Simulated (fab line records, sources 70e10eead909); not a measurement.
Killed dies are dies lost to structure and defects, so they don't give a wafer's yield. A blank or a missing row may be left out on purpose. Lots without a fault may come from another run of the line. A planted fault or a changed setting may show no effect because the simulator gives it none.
Which tool did it? | flow nand_harc | 13 lots, 39 wafers sampled, at 4 steps of a route of 1302

WHAT THE GAUGES READ, wafer by wafer
NHARC_END_SORT_01.
lot  | measured     | on        | killed_at_array | killed_at_other | killed_at_periphery | killed_dies | killed_open | killed_short
L943 | day 30 13:32 | prober-01 | 75 131 80       | 0 0 0           | 5 3 3               | 80 134 83   | 3 2 3       | 2 5 4

WHICH TOOL RAN EACH LOT (tool, then ch and the chambers of the sampled wafers, then the start)
lot  | NHARC_A_WL_FILL_STRIP_28            | NHARC_A_BONDPAD_ETCH_24                       | NHARC_THIN_TSV_PRE_CLEAN_50
L931 | wet_bench-02 ch 2,4,6, day 20 06:38 | rie_diel-11 ch 1,2,3, no start                | pvd_sputter-01, no start
L932 | wet_bench-04 ch 2,3,5, day 20 07:03 | rie_diel-08 ch 0,3, no start                  | pvd_sputter-02, no start
L933 | wet_bench-04 ch 0,6,7, day 21 14:04 | rie_diel-08 ch 2,3, no start                  | pvd_sputter-02, no start
L938 | wet_bench-02 ch 1,4,5, day 23 08:03 | rie_diel-07 ch 2,3, no start                  | pvd_sputter-02, no start
L939 | wet_bench-02 ch 0,1,7, day 23 16:26 | rie_diel-07 ch 0,1,3, no start                | pvd_sputter-02, no start
L943 | wet_bench-04 ch 0,4,7, day 25 21:45 | rie_diel-11 ch 1,2,3, day 30 13:32 or earlier | pvd_sputter-03, day 30 13:32 or earlier
L945 | wet_bench-02 ch 3,5,6, day 26 16:54 | rie_diel-08 ch 0,1,3, no start                | pvd_sputter-01, no start
L946 | wet_bench-02 ch 0,6,7, day 27 06:31 | rie_diel-08 ch 0,1,2, no start                | pvd_sputter-03, no start
L949 | wet_bench-09 ch 0,5,7, day 27 21:57 | rie_diel-08 ch 0,2,3, no start                | pvd_sputter-01, no start
L950 | wet_bench-04 ch 1,2,4, day 29 00:08 | rie_diel-08 ch 0,1, no start                  | pvd_sputter-03, no start
L952 | wet_bench-09 ch 2,5,7, day 29 04:41 | rie_diel-07 ch 0,1,2, no start                | pvd_sputter-02, no start
L953 | wet_bench-04 ch 2,3,7, day 29 17:56 | rie_diel-07 ch 0,3, no start                  | pvd_sputter-01, no start
L954 | wet_bench-02 ch 2,3,4, day 29 23:42 | rie_diel-11 ch 1,2, no start                  | pvd_sputter-03, no start
- NHARC_A_WL_FILL_STRIP_28: strips in post etch residue remover, time 1200 s.
- NHARC_A_BONDPAD_ETCH_24: etches the open film in CF4/N2, target depth 30 nm, time 72.99 s.
- NHARC_THIN_TSV_PRE_CLEAN_50: time 30 s.

WHAT THE TOOLS THEMSELVES READ (means of the sampled wafers that have a number; where no wafer has one, the mark that the record gives instead)
NHARC_A_BONDPAD_ETCH_24.
lot  | tool        | chamber_pressure_mTorr (mTorr) | drypump_motor_current_A (A) | oes_product_au (a.u.) | rf_fwd_power_W (W) | rf_vpp_V (V) | showerhead_plenum_p_Torr (Torr) | throttle_valve_pct (%)
L931 | rie_diel-11 | 29.997                         | 5.6                         | 0.990                 | 298.1              | 313.5        | 2.61                            | 19.793
L932 | rie_diel-08 | 30.016                         | 5.2                         | 0.996                 | 298.4              | 318.0        | 2.79                            | 19.795
L933 | rie_diel-08 | 30.003                         | 5.9                         | 0.997                 | 297.4              | 314.4        | 2.60                            | 19.789
L938 | rie_diel-07 | 30.002                         | 5.6                         | 1.015                 | 297.9              | 311.9        | 2.51                            | 19.789
L939 | rie_diel-07 | 29.977                         | 5.6                         | 1.007                 | 297.2              | 313.1        | 2.57                            | 19.795
L943 | rie_diel-11 | 29.982                         | 5.6                         | 0.996                 | 296.5              | 312.4        | 2.58                            | 19.799
L945 | rie_diel-08 | 29.995                         | 5.7                         | 1.002                 | 298.2              | 315.8        | 2.73                            | 19.795
L946 | rie_diel-08 | 29.991                         | 5.7                         | 0.988                 | 297.1              | 314.8        | 2.67                            | 19.795
L949 | rie_diel-08 | 29.971                         | 5.5                         | 1.002                 | 298.0              | 315.3        | 2.70                            | 19.791
L950 | rie_diel-08 | 29.981                         | 5.8                         | 1.000                 | 297.8              | 315.6        | 2.71                            | 19.794
L952 | rie_diel-07 | 29.972                         | 5.7                         | 0.997                 | 297.5              | 313.3        | 2.57                            | 19.802
L953 | rie_diel-07 | 29.981                         | 5.7                         | 0.997                 | 298.6              | 311.3        | 2.46                            | 19.799
L954 | rie_diel-11 | 30.008                         | 5.9                         | 0.991                 | 297.2              | 313.1        | 2.59                            | 19.795

NHARC_THIN_TSV_PRE_CLEAN_50.
lot  | tool           | heater_power_w (W)
L931 | pvd_sputter-01 | 422
L932 | pvd_sputter-02 | 384
L933 | pvd_sputter-02 | 394
L938 | pvd_sputter-02 | 363
L939 | pvd_sputter-02 | 387
L943 | pvd_sputter-03 | 430
L945 | pvd_sputter-01 | 351
L946 | pvd_sputter-03 | 413
L949 | pvd_sputter-01 | 398
L950 | pvd_sputter-03 | 428
L952 | pvd_sputter-02 | 390
L953 | pvd_sputter-01 | 357
L954 | pvd_sputter-03 | 443

THE ANSWER, worked out from the rows above alone
Rule: what is usual is taken from the lots themselves. Put in order of their means at a reading, lots are off if they are a third of the lots or fewer, leave a main group of 4 or more, and stand apart from it by a gap of 3 or more times the standard deviation of the main group's means; of several such gaps the widest counts. A main group whose means are all the same, to the digits that the tables above print for the reading, isn't used. A lot without any number at a reading at which 4 lots or more have one is off too. The other lots that the step has rows for count as sound. The gauges are gone through in route order, then the tools' own readings, and for those a lot's mean is taken as printed above. The first step at which some lot is off is used, and at that step the reading that is off furthest; a lot without a number counts as furthest.
No lot is off at any reading shown: from this, nothing can be told.

WHAT THE SIMULATOR HAD PUT IN
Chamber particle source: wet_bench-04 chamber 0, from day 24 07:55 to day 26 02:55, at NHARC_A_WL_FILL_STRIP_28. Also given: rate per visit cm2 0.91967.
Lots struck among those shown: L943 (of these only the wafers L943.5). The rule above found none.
